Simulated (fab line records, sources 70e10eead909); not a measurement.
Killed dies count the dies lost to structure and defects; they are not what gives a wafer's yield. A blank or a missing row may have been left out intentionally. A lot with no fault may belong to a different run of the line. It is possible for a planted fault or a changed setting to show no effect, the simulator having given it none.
Chamber matching    flow nand_harc    rie_diel-07 running NHARC_A_ZERO_WELL_DESCUM_12: 4 sister chambers
The step chemistry O2, time 3 s. 26 wafers are shown with their chamber, then 12 later ones without.

## EACH WAFER AND ITS CHAMBER
wafer   chamber  showerhead_plenum_p_Torr (Torr)  oes_product_au (a.u.)  rf_vpp_V (V)
L392.1  3        1.96                             0.990                  57.3
L392.3  1        1.82                             1.012                  56.0
L392.4  2        2.05                             0.999                  57.1
L394.1  0        1.83                             1.004                  58.1
L394.5  0        1.83                             0.992                  56.4
L394.6  3        1.96                             0.978                  57.6
L398.1  3        1.96                             0.989                  56.6
L398.3  2        2.05                             0.992                  59.0
L398.6  1        1.82                             1.012                  57.5
L401.3  3        1.96                             0.992                  57.8
L401.4  0        1.83                             0.997                  56.8
L401.5  1        1.82                             1.004                  56.6
L402.1  2        2.05                             0.990                  59.4
L402.3  0        1.83                             0.998                  59.4
L403.1  0        1.83                             1.000                  58.3
L403.3  2        2.05                             0.987                  58.6
L403.4  1        1.82                             1.003                  58.3
L405.3  2        2.05                             0.991                  59.8
L405.4  2        2.05                             0.988                  58.5
L405.5  3        1.96                             0.997                  58.4
L409.1  1        1.81                             1.014                  57.3
L409.5  2        2.05                             1.008                  57.5
L409.6  3        1.96                             0.990                  57.2
L410.1  1        1.81                             1.000                  56.8
L410.2  0        1.83                             0.989                  57.4
L410.5  1        1.81                             1.008                  56.3

SIGNATURES (averages over the wafers above)
reading                   chamber 0  chamber 1  chamber 2  chamber 3  scatter within a chamber
showerhead_plenum_p_Torr  1.8300     1.8157     2.0500     1.9600     0.00279
oes_product_au            0.99667    1.00757    0.99357    0.98933    0.00621
rf_vpp_V                  57.733     56.971     58.557     57.483     0.886
Rule: distance of a wafer from a chamber = root of the sum over the readings of ((wafer's reading minus chamber's mean) / reading's scatter) squared. The wafer belongs to the nearest chamber; if the next one is less than 2 further off, it can't be placed. How the scatter is found: for the shown wafers, subtract from each reading the mean of its chamber, square and add these, divide the total by (wafers less chambers), then take the root.

## WAFERS WHOSE CHAMBER IS MISSING
wafer   showerhead_plenum_p_Torr (Torr)  oes_product_au (a.u.)  rf_vpp_V (V)
L411.1  1.81                             1.006                  57.6
L411.2  2.05                             1.015                  57.0
L411.3  1.83                             0.987                  58.5
L412.1  1.96                             0.988                  59.0
L412.3  1.83                             0.983                  56.7
L412.5  2.05                             1.018                  59.3
L413.3  1.96                             0.982                  58.8
L413.5  2.05                             1.005                  58.8
L413.6  1.81                             1.006                  57.2
L414.2  1.83                             0.990                  57.7
L414.3  2.05                             1.016                  57.7
L414.6  2.05                             1.020                  57.7

## EACH ONE'S CHAMBER
wafer   from the rows above  in truth
L411.1  1                    1
L411.2  2                    2
L411.3  0                    0
L412.1  3                    3
L412.3  0                    0
L412.5  2                    2
L413.3  3                    3
L413.5  2                    2
L413.6  1                    1
L414.2  0                    0
L414.3  2                    2
L414.6  2                    2
Correct placement for 12 of the 12. Not placeable from these rows: 0. Number placed wrongly: 0.
